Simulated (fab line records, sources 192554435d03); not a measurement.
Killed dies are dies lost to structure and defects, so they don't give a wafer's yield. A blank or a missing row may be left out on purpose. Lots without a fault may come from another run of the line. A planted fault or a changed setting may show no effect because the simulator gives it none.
Chamber matching | flow n5_finfet | N5_BEOL_M4_ETCH_74 on rie_diel-04: 4 sister chambers
The step etches underlayer in N2/H2, target depth 6.5 nm, time 5.2 s. 4 wafers are shown with their chamber, then 9 later ones without.

WAFERS WITH THEIR CHAMBER
wafer  | chamber | drypump_motor_current_A (A)
L086.5 | 3       | 6.15
L086.6 | 0       | 6.20
L090.5 | 2       | 5.45
L090.6 | 1       | 5.41

WAFERS WITHOUT THEIR CHAMBER
wafer  | drypump_motor_current_A (A)
L089.2 | 5.42
L089.4 | 6.20
L089.6 | 6.24
L095.1 | 5.41
L095.4 | 6.19
L095.5 | 5.42
L094.1 | 5.46
L094.2 | 5.44
L094.4 | 5.46

WHICH CHAMBER EACH WENT THROUGH
wafer  | from the rows above     | in truth
L089.2 | can't be placed: 1 or 2 | 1
L089.4 | 0                       | 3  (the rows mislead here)
L089.6 | 0                       | 0
L095.1 | 1                       | 1
L095.4 | can't be placed: 0 or 3 | 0
L095.5 | can't be placed: 1 or 2 | 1
L094.1 | 2                       | 2
L094.2 | can't be placed: 2 or 1 | 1
L094.4 | 2                       | 2
Placed correctly: 4 of 9. Can't be placed from these rows: 4 (the true chamber is among the candidates in 4). Placed wrongly: 1.
How it was worked out, from the rows above alone: a wafer's distance from a chamber is the root of the sum, over the readings, of the square of ((its reading less the chamber's mean) divided by the reading's scatter). The wafer belongs to the nearest chamber; if the next one is less than 2 further off, it can't be placed. A chamber's mean is the mean of its shown wafers. The scatter: with one shown wafer a chamber, the root of the mean of the squares of how far each hidden wafer lies from its nearest shown one.
